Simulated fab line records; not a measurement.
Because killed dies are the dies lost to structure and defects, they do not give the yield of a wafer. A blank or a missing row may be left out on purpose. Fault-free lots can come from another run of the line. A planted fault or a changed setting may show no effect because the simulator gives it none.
Matching of chambers / flow nandHarc / 4 sister chambers for NHARC_A_STAIRCASE_CMP_152 on cmp-04
The step polishes. 4 wafers are shown with their chamber, then 8 later ones without.

== WAFERS WITH THEIR CHAMBER ==
wafer=L086.2; chamber=1; motorCurrentA (A)=9.9
wafer=L086.5; chamber=3; motorCurrentA (A)=11.4
wafer=L094.3; chamber=0; motorCurrentA (A)=12.7
wafer=L097.1; chamber=2; motorCurrentA (A)=11.6

== WAFERS WITH NO CHAMBER GIVEN ==
wafer=L097.2; motorCurrentA (A)=12.5
wafer=L097.3; motorCurrentA (A)=11.1
wafer=L095.2; motorCurrentA (A)=12.5
wafer=L095.4; motorCurrentA (A)=11.1
wafer=L095.5; motorCurrentA (A)=10.9
wafer=L096.1; motorCurrentA (A)=12.2
wafer=L096.4; motorCurrentA (A)=12.6
wafer=L096.5; motorCurrentA (A)=11.8

== WHICH CHAMBER EACH ONE RAN IN ==
wafer=L097.2; from the rows above=0; in truth=0
wafer=L097.3; from the rows above=can't be placed: 3 or 2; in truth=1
wafer=L095.2; from the rows above=0; in truth=0
wafer=L095.4; from the rows above=can't be placed: 3 or 2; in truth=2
wafer=L095.5; from the rows above=can't be placed: 3 or 2 or 1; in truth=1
wafer=L096.1; from the rows above=can't be placed: 0 or 2 or 3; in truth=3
wafer=L096.4; from the rows above=0; in truth=0
wafer=L096.5; from the rows above=can't be placed: 2 or 3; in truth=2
Correctly placed: 3 of 8. Cannot be placed on the basis of these rows: 5; the candidates contain the true chamber in 4. Number placed wrongly: 0.
How it was worked out, from the rows above alone: a wafer's distance from a chamber is the root of the sum, over the readings, of the square of ((its reading less the chamber's mean) divided by the reading's scatter). If the next closest chamber is less than 2 further off than the closest, the wafer can't be placed; otherwise it belongs to the closest. The mean given for a chamber averages the wafers shown for that chamber. The scatter: with one shown wafer a chamber, the root of the mean of the squares of how far each hidden wafer lies from its nearest shown one.
